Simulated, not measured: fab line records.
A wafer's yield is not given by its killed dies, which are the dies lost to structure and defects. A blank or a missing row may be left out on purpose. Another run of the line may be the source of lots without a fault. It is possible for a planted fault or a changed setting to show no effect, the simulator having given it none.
Which tool was responsible? + flow n5-finfet + Sampling: 8 lots, 23 wafers, 4 of 1938 route steps

WHAT THE GAUGES READ, wafer by wafer
N5_BEOL_M4_RC_MEAS_101. Usual: DIBL_N 36.3 mV/V, standard deviation 1.4; DIBL_P 36.2 mV/V, standard deviation 1.5; IOFF_N 0.160 nA/um, standard deviation 0.021; IOFF_P 0.211 nA/um, standard deviation 0.027; ION_N 676 uA/um, standard deviation 7.7; ION_P 463 uA/um, standard deviation 5.5; SS_N 71.4 mV/dec, standard deviation 0.57; SS_P 73.3 mV/dec, standard deviation 0.58; VT_N 249.3 mV, standard deviation 2.5; VT_P -250.1 mV, standard deviation 2.6.
| lot  | measured     | on        | DIBL_N (mV/V)  | DIBL_P (mV/V)  | IOFF_N (nA/um)    | IOFF_P (nA/um)    | ION_N (uA/um) | ION_P (uA/um) | SS_N (mV/dec)  | SS_P (mV/dec)  | VT_N (mV)         | VT_P (mV)            | flag |
|------|--------------|-----------|----------------|----------------|-------------------|-------------------|---------------|---------------|----------------|----------------|-------------------|----------------------|------|
| L227 | day 8 13:32  | prober-01 | 38.2 37.7 39.7 | 38.3 36.9 38.2 | 0.174 0.154 0.195 | 0.251 0.215 0.248 | 683 675 675   | 471 464 465   | 72.4 72.0 72.0 | 73.7 73.3 73.9 | 248.6 250.5 248.5 | -245.4 -246.7 -249.7 |      |
| L229 | day 8 15:43  | prober-02 | 37.4 37.2 37.6 | 37.7 36.4 37.6 | 0.176 0.156 0.172 | 0.234 0.216 0.230 | 681 669 673   | 472 460 465   | 71.2 71.7 71.4 | 74.2 74.4 73.6 | 245.6 251.1 246.3 | -246.2 -246.7 -246.6 |      |
| L231 | day 9 00:44  | prober-02 | 34.6 36.3 37.5 | 34.4 36.7 37.7 | 0.129 0.158 0.168 | 0.152 0.173 0.185 | 674 669 671   | 452 454 449   | 71.2 71.3 72.1 | 73.3 74.3 74.0 | 254.6 249.1 251.6 | -257.9 -257.4 -253.5 |      |
| L232 | day 9 13:05  | prober-01 | 38.6 38.2 37.8 | 37.1 37.4 35.5 | 0.156 0.152 0.137 | 0.234 0.229 0.201 | 668 673 674   | 467 469 461   | 71.9 71.0 71.8 | 73.6 73.6 73.1 | 252.9 249.7 253.1 | -250.9 -249.4 -250.7 |      |
| L233 | day 9 22:33  | prober-01 | 37.1 35.9 36.6 | 35.6 34.0 34.4 | 0.154 0.139 0.144 | 0.203 0.198 0.193 | 673 677 665   | 460 469 468   | 71.1 70.9 70.8 | 73.5 72.5 72.9 | 250.1 249.1 248.3 | -250.2 -248.9 -249.8 |      |
| L238 | day 11 06:19 | prober-02 | 36.0 37.8 36.2 | 36.1 38.2 35.8 | 0.147 0.174 0.149 | 0.180 0.200 0.172 | 659 682 663   | 455 460 446   | 72.1 71.9 71.4 | 73.0 74.3 72.8 | 251.5 248.3 252.0 | -253.5 -251.7 -255.1 |      |
| L241 | day 11 21:05 | prober-02 | 39.0 38.3      | 37.5 38.1      | 0.184 0.192       | 0.272 0.283       | 672 686       | 468 475       | 72.5 72.5      | 73.5 73.9      | 247.7 246.7       | -243.9 -245.0        |      |
| L249 | day 14 01:29 | prober-01 | 36.2 35.2 37.5 | 36.6 34.4 37.0 | 0.155 0.125 0.157 | 0.221 0.181 0.228 | 673 660 673   | 465 451 460   | 71.6 70.8 71.8 | 74.1 73.0 74.3 | 250.7 253.3 250.6 | -249.9 -250.6 -249.8 |      |

N5_BEOL_M15_RC_MEAS_101. Usual: COMB_M10 1.4e-11 S/m, standard deviation 3.2e-12; COMB_M11 1.4e-11 S/m, standard deviation 3.1e-12; COMB_M11_max_site 2e-11 S/m, standard deviation 5.3e-12; COMB_M12 6.3e-12 S/m, standard deviation 1.4e-12; COMB_M13 4.3e-12 S/m, standard deviation 9.4e-13; COMB_M14 3.3e-12 S/m, standard deviation 8.2e-13; COMB_M15 2.3e-12 S/m, standard deviation 5.4e-13; COMB_M5 3.6e-11 S/m, standard deviation 6.7e-12; COMB_M6 2.4e-11 S/m, standard deviation 5e-12; COMB_M7 2.5e-11 S/m, standard deviation 4.8e-12; COMB_M7_max_site 3.6e-11 S/m, standard deviation 8.2e-12; COMB_M8 2.5e-11 S/m, standard deviation 5.2e-12; COMB_M9 1.4e-11 S/m, standard deviation 3.1e-12; SERP_M10 3.08 ohm/um, standard deviation 0.059; SERP_M11 3.04 ohm/um, standard deviation 0.058; SERP_M12 0.632 ohm/um, standard deviation 0.011; SERP_M13 0.309 ohm/um, standard deviation 0.0048; SERP_M14 0.1610 ohm/um, standard deviation 0.0025; SERP_M14_max_site 0.1627 ohm/um, standard deviation 0.0026; SERP_M5 38.3 ohm/um, standard deviation 1.3; SERP_M5_max_site 39.7 ohm/um, standard deviation 1.6; SERP_M6 13.8 ohm/um, standard deviation 0.44; SERP_M7 13.9 ohm/um, standard deviation 0.4; SERP_M8 14.0 ohm/um, standard deviation 0.42; SERP_M9 3.06 ohm/um, standard deviation 0.068.
| lot  | measured     | on        | COMB_M10 (S/m)          | COMB_M11 (S/m)          | COMB_M11_max_site (S/m) | COMB_M12 (S/m)          | COMB_M13 (S/m)          | COMB_M14 (S/m)          | COMB_M15 (S/m)          | COMB_M5 (S/m)           | COMB_M6 (S/m)           | COMB_M7 (S/m)           | COMB_M7_max_site (S/m)  | COMB_M8 (S/m)           | COMB_M9 (S/m)           | SERP_M10 (ohm/um) | SERP_M11 (ohm/um) | SERP_M12 (ohm/um) | SERP_M13 (ohm/um) | SERP_M14 (ohm/um)    | SERP_M14_max_site (ohm/um) | SERP_M5 (ohm/um) | SERP_M5_max_site (ohm/um) | SERP_M6 (ohm/um) | SERP_M7 (ohm/um) | SERP_M8 (ohm/um) | SERP_M9 (ohm/um) | flag |
|------|--------------|-----------|-------------------------|-------------------------|-------------------------|-------------------------|-------------------------|-------------------------|-------------------------|-------------------------|-------------------------|-------------------------|-------------------------|-------------------------|-------------------------|-------------------|-------------------|-------------------|-------------------|----------------------|----------------------------|------------------|---------------------------|------------------|------------------|------------------|------------------|------|
| L227 | day 12 04:39 | prober-01 | 1.7e-11 2.2e-11 1.8e-11 | 1.5e-11 1.6e-11 1.8e-11 | 2.6e-11 2.4e-11 2.1e-11 | 5.8e-12 6.9e-12 8.5e-12 | 3.5e-12 4.4e-12 3.6e-12 | 4.2e-12 3.5e-12 3.7e-12 | 2.1e-12 3.1e-12 2.2e-12 | 3.7e-11 3.6e-11 3.5e-11 | 3.4e-11 2.8e-11 2.7e-11 | 2.4e-11 3.5e-11 3.3e-11 | 3.1e-11 4.5e-11 4.6e-11 | 3.9e-11 2.7e-11 2.2e-11 | 1.7e-11 1.8e-11 1.3e-11 | 3.14 3.13 3.13    | 3.03 3.01 3.05    | 0.629 0.625 0.629 | 0.303 0.305 0.303 | 0.1620 0.1635 0.1619 | 0.1638 0.1646 0.1638       | 39.5 38.3 38.9   | 40.6 40.1 41.1            | 13.1 13.7 13.7   | 13.8 14.1 14.0   | 13.8 13.7 14.1   | 3.10 3.06 3.02   |      |
| L229 | day 12 05:49 | prober-02 | 1.8e-11 9e-12 1.4e-11   | 1.7e-11 1.1e-11 1.4e-11 | 3.6e-11 1.6e-11 2.1e-11 | 4.9e-12 4.1e-12 3.8e-12 | 2.7e-12 4.9e-12 3.8e-12 | 3.4e-12 3.4e-12 3.7e-12 | 2.3e-12 2.3e-12 2.6e-12 | 3.8e-11 3.4e-11 3.1e-11 | 3e-11 2.3e-11 3.1e-11   | 2.6e-11 1.9e-11 2.3e-11 | 3.2e-11 2.5e-11 3.1e-11 | 1.6e-11 3e-11 2.5e-11   | 1.2e-11 1.2e-11 1.1e-11 | 3.07 3.03 3.15    | 2.96 3.07 3.07    | 0.624 0.617 0.624 | 0.317 0.317 0.311 | 0.1549 0.1585 0.1608 | 0.1568 0.1601 0.1621       | 38.1 39.3 37.6   | 39.8 41.0 38.4            | 13.8 13.8 13.4   | 13.9 14.6 14.7   | 14.2 13.9 14.9   | 3.01 3.10 3.11   |      |
| L231 | day 12 08:46 | prober-02 | 9e-12 1.2e-11 9e-12     | 1.2e-11 1.3e-11 1.2e-11 | 1.8e-11 2.3e-11 2e-11   | 5e-12 7.4e-12 8.4e-12   | 4.1e-12 6.4e-12 3.6e-12 | 3.2e-12 2.9e-12 2.9e-12 | 2.1e-12 1.5e-12 1.9e-12 | 3e-11 2.8e-11 2.4e-11   | 2.1e-11 2.7e-11 2.2e-11 | 2.8e-11 2e-11 3.2e-11   | 3.5e-11 3.6e-11 4.5e-11 | 2.6e-11 3.4e-11 2.9e-11 | 1.9e-11 1.3e-11 1.2e-11 | 3.01 3.10 3.08    | 3.01 3.07 2.99    | 0.649 0.615 0.627 | 0.318 0.306 0.318 | 0.1600 0.1637 0.1593 | 0.1618 0.1656 0.1607       | 39.5 41.1 40.4   | 41.4 43.3 42.2            | 14.0 13.8 13.4   | 14.1 13.4 13.7   | 14.6 14.9 14.1   | 3.04 3.06 3.01   |      |
| L232 | day 13 02:31 | prober-02 | 1.2e-11 1.1e-11 1e-11   | 1.7e-11 1.2e-11 1.6e-11 | 3e-11 1.7e-11 1.9e-11   | 6.4e-12 5e-12 5.5e-12   | 2.7e-12 5.4e-12 4.2e-12 | 2.9e-12 3.1e-12 2.7e-12 | 1.8e-12 3.4e-12 1.6e-12 | 3.6e-11 3e-11 4.3e-11   | 3e-11 1.8e-11 2.3e-11   | 2.6e-11 2.9e-11 2.7e-11 | 3.6e-11 4.8e-11 3.6e-11 | 2.2e-11 2.9e-11 2.7e-11 | 1.1e-11 1.6e-11 1.1e-11 | 3.03 3.16 3.11    | 3.07 3.01 3.05    | 0.623 0.636 0.636 | 0.316 0.311 0.317 | 0.1614 0.1611 0.1603 | 0.1631 0.1629 0.1630       | 38.4 39.4 38.8   | 39.1 40.0 40.5            | 13.7 13.8 14.0   | 14.4 13.8 14.1   | 14.5 14.2 14.7   | 3.00 3.09 2.99   |      |
| L233 | day 13 14:15 | prober-02 | 1e-11 1.1e-11 1.5e-11   | 1.4e-11 1.4e-11 1.6e-11 | 1.9e-11 1.9e-11 2.2e-11 | 6.8e-12 5.6e-12 6.9e-12 | 2.6e-12 3.9e-12 4.9e-12 | 2.3e-12 2.2e-12 2.6e-12 | 3.1e-12 3.3e-12 1.7e-12 | 3.4e-11 3.3e-11 4.2e-11 | 2.2e-11 2.5e-11 1.5e-11 | 2.5e-11 2.8e-11 2.2e-11 | 3.4e-11 3.5e-11 2.7e-11 | 1.9e-11 2.4e-11 1.6e-11 | 8e-12 9e-12 9e-12       | 3.13 2.99 3.18    | 2.94 3.00 3.05    | 0.636 0.640 0.630 | 0.316 0.312 0.313 | 0.1616 0.1602 0.1585 | 0.1636 0.1626 0.1600       | 37.8 37.3 35.4   | 38.5 38.5 36.1            | 13.7 13.8 13.7   | 14.2 13.6 13.7   | 13.7 14.1 14.3   | 3.12 3.04 3.07   |      |
| L238 | day 14 15:14 | prober-02 | 1.3e-11 1.7e-11 1.2e-11 | 1.2e-11 1.3e-11 1.6e-11 | 2e-11 2.1e-11 2e-11     | 4.3e-12 6.8e-12 4.9e-12 | 5.6e-12 4e-12 4.5e-12   | 3.1e-12 2.1e-12 3.8e-12 | 3.8e-12 2.7e-12 3.3e-12 | 4.4e-11 4.5e-11 3.5e-11 | 2.2e-11 2.9e-11 2.5e-11 | 2.3e-11 3.4e-11 2.3e-11 | 3.2e-11 5e-11 5e-11     | 2.8e-11 2.8e-11 3.3e-11 | 1.5e-11 1e-11 1.3e-11   | 3.02 3.08 3.10    | 3.05 3.12 3.06    | 0.620 0.626 0.608 | 0.314 0.307 0.306 | 0.1612 0.1608 0.1569 | 0.1619 0.1616 0.1582       | 37.9 37.7 37.8   | 38.6 40.3 39.1            | 13.1 14.1 13.8   | 13.6 13.7 13.9   | 14.4 14.8 14.9   | 3.01 3.12 3.12   |      |
| L241 | day 15 16:32 | prober-02 | 1.3e-11 1.1e-11         | 1.1e-11 1.2e-11         | 1.6e-11 1.5e-11         | 5.3e-12 6.6e-12         | 3.9e-12 3.6e-12         | 2e-12 2e-12             | 1.4e-12 1.7e-12         | 4.4e-11 2.7e-11         | 1.8e-11 1.9e-11         | 2.8e-11 2.4e-11         | 3.7e-11 4.5e-11         | 1.9e-11 2.3e-11         | 9e-12 1.1e-11           | 2.96 2.99         | 2.99 3.05         | 0.621 0.627       | 0.303 0.309       | 0.1600 0.1647        | 0.1628 0.1670              | 38.8 37.6        | ~1e+05 38.8               | 13.3 14.4        | 13.7 14.0        | 14.1 14.0        | 3.00 3.06        |      |
| L249 | day 17 17:03 | prober-02 | 1.4e-11 1.8e-11 1.6e-11 | 1.3e-11 1.5e-11 1.6e-11 | 2.1e-11 1.9e-11 2.2e-11 | 4.7e-12 5e-12 5.9e-12   | 3.5e-12 3.9e-12 4.2e-12 | 3.2e-12 4.9e-12 4.7e-12 | 2.1e-12 2.5e-12 2.2e-12 | 5.3e-11 4.6e-11 3.5e-11 | 2e-11 2.7e-11 2.1e-11   | 3.1e-11 2.2e-11 2.1e-11 | 4.2e-11 3e-11 3.5e-11   | 2.6e-11 3.1e-11 2.6e-11 | 1.4e-11 1.6e-11 1.6e-11 | 3.11 3.10 3.11    | 2.96 3.02 3.02    | 0.632 0.622 0.628 | 0.309 0.307 0.302 | 0.1621 0.1601 0.1587 | 0.1640 0.1621 0.1602       | 36.7 37.9 38.0   | 37.0 40.0 39.8            | 13.5 14.0 14.1   | 13.4 13.7 12.8   | 13.8 13.3 14.7   | 3.01 3.11 3.13   |      |

TOOL THAT RAN EACH LOT (tool first, then ch and the chambers of the sampled wafers, then the start)
| lot  | N5_BEOL_M5_HM_DEP_02         | N5_BEOL_M15_ANNEAL_48            |
|------|------------------------------|----------------------------------|
| L227 | pvd-sputter-02, day 8 15:11  | rtp-anneal-01 ch 0, day 12 03:47 |
| L229 | pvd-sputter-02, day 8 17:20  | rtp-anneal-01 ch 0, day 12 04:56 |
| L231 | pvd-sputter-02, day 9 02:22  | rtp-anneal-01 ch 0, day 12 07:59 |
| L232 | pvd-sputter-02, day 9 16:13  | rtp-anneal-02 ch 0, day 13 01:31 |
| L233 | pvd-sputter-01, day 10 01:26 | rtp-anneal-02 ch 0, day 13 13:16 |
| L238 | pvd-sputter-02, day 11 08:34 | rtp-anneal-02 ch 0, day 14 14:15 |
| L241 | pvd-sputter-02, day 12 00:25 | rtp-anneal-01 ch 0, day 15 15:32 |
| L249 | pvd-sputter-03, day 14 05:29 | rtp-anneal-01 ch 0, day 17 15:51 |
- N5_BEOL_M5_HM_DEP_02: deposits TiN, target thk 20 nm.
- N5_BEOL_M15_ANNEAL_48: time 90 s.

AS READ BY THE TOOLS THEMSELVES (means over the sampled wafers that have a number; for cases with no such wafer, the mark the record gives instead)
N5_BEOL_M5_HM_DEP_02. Usual: chamber-pressure-pa 0.5001 Pa, standard deviation 0.0011; throttle-valve-pct 30.3 %, standard deviation 0.93.
| lot  | tool           | chamber-pressure-pa (Pa) | throttle-valve-pct (%) | flag |
|------|----------------|--------------------------|------------------------|------|
| L227 | pvd-sputter-02 | 0.5007                   | 29.5                   |      |
| L229 | pvd-sputter-02 | 0.5002                   | 30.4                   |      |
| L231 | pvd-sputter-02 | 0.4987                   | 31.1                   |      |
| L232 | pvd-sputter-02 | 0.4994                   | 30.7                   |      |
| L233 | pvd-sputter-01 | 0.5003                   | 30.5                   |      |
| L238 | pvd-sputter-02 | 0.4992                   | 30.7                   |      |
| L241 | pvd-sputter-02 | 0.5000                   | 30.8                   |      |
| L249 | pvd-sputter-03 | 0.4998                   | 30.1                   |      |

N5_BEOL_M15_ANNEAL_48. Usual: wafer_temp_C_max reads 226.2 (standard deviation 0.54).
| lot  | tool          | wafer_temp_C_max | flag |
|------|---------------|------------------|------|
| L227 | rtp-anneal-01 | 225.5            |      |
| L229 | rtp-anneal-01 | 225.6            |      |
| L231 | rtp-anneal-01 | 225.4            |      |
| L232 | rtp-anneal-02 | 226.4            |      |
| L233 | rtp-anneal-02 | 226.3            |      |
| L238 | rtp-anneal-02 | 226.7            |      |
| L241 | rtp-anneal-01 | 225.8            |      |
| L249 | rtp-anneal-01 | 225.6            |      |

THE ANSWER, worked out from the rows above alone
Rule: a lot is off if the mean of its wafers that have a number lies more than 3 standard deviations from the usual mean. Also off: a lot with no number at a reading for which 4 or more lots have one. Where the step has rows for the other lots, those lots are counted as sound. First the gauges in route order, then the tools' own readings, where a lot's mean is used as printed above. At the first step where some lot is off, the reading lying furthest off is the one used; lots without a number count as furthest.
Across all readings shown, no lot is off: no conclusion can be drawn from this.

WHAT THE SIMULATOR HAD PUT IN
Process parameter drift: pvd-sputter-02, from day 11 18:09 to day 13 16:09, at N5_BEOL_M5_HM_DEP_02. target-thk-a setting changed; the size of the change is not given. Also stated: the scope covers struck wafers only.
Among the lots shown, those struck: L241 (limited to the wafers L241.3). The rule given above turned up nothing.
